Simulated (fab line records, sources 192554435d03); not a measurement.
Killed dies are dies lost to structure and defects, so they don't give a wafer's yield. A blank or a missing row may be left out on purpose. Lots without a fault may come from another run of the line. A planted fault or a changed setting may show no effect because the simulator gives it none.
Chamber matching | flow n5_finfet | N5_BEOL_M4_PECVD_72 on pecvd-03: 3 sister chambers
The step deposits SiO2 from TEOS/O2, target thk 16 nm, time 18 s. 14 wafers are shown with their chamber, then 6 later ones without.

WAFERS WITH THEIR CHAMBER
wafer  | chamber | throttle_valve_pct (%) | showerhead_plenum_p_Torr (Torr) | rf_fwd_power_W (W)
L215.4 | 1       | 22.8                   | 8.70                            | 447.3
L215.5 | 0       | 24.1                   | 8.84                            | 446.1
L215.6 | 2       | 21.7                   | 8.80                            | 443.1
L218.2 | 0       | 24.4                   | 8.86                            | 443.1
L218.3 | 1       | 22.7                   | 8.69                            | 445.4
L219.1 | 0       | 24.5                   | 8.83                            | 443.5
L219.2 | 1       | 22.8                   | 8.68                            | 445.1
L220.3 | 1       | 23.0                   | 8.67                            | 446.0
L220.5 | 0       | 24.2                   | 8.87                            | 446.5
L224.2 | 0       | 24.3                   | 8.86                            | 442.7
L224.3 | 1       | 22.7                   | 8.69                            | 446.7
L224.6 | 0       | 24.2                   | 8.85                            | 446.0
L225.2 | 0       | 24.4                   | 8.82                            | 445.3
L225.5 | 2       | 21.9                   | 8.78                            | 441.6

SIGNATURES (means of the wafers above)
reading                  | chamber 0 | chamber 1 | chamber 2 | scatter within a chamber
throttle_valve_pct       | 24.300    | 22.800    | 21.800    | 0.135
showerhead_plenum_p_Torr | 8.8471    | 8.6860    | 8.7900    | 0.0156
rf_fwd_power_W           | 444.743   | 446.100   | 442.350   | 1.34
Rule: a wafer's distance from a chamber is the root of the sum, over the readings, of the square of ((its reading less the chamber's mean) divided by the reading's scatter). The wafer belongs to the nearest chamber; if the next one is less than 2 further off, it can't be placed. The scatter: the root of (the sum of the squares of (reading less its chamber's mean) over the shown wafers, divided by (wafers less chambers)).

WAFERS WITHOUT THEIR CHAMBER
wafer  | throttle_valve_pct (%) | showerhead_plenum_p_Torr (Torr) | rf_fwd_power_W (W)
L228.1 | 24.3                   | 8.83                            | 444.0
L228.5 | 22.0                   | 8.78                            | 441.3
L228.6 | 22.9                   | 8.69                            | 447.2
L235.2 | 22.6                   | 8.69                            | 445.2
L235.5 | 22.3                   | 8.79                            | 441.3
L235.6 | 24.5                   | 8.86                            | 443.8

WHICH CHAMBER EACH WENT THROUGH
wafer  | from the rows above | in truth
L228.1 | 0                   | 0
L228.5 | 2                   | 2
L228.6 | 1                   | 1
L235.2 | 1                   | 1
L235.5 | 2                   | 2
L235.6 | 0                   | 0
Placed correctly: 6 of 6. Can't be placed from these rows: 0. Placed wrongly: 0.
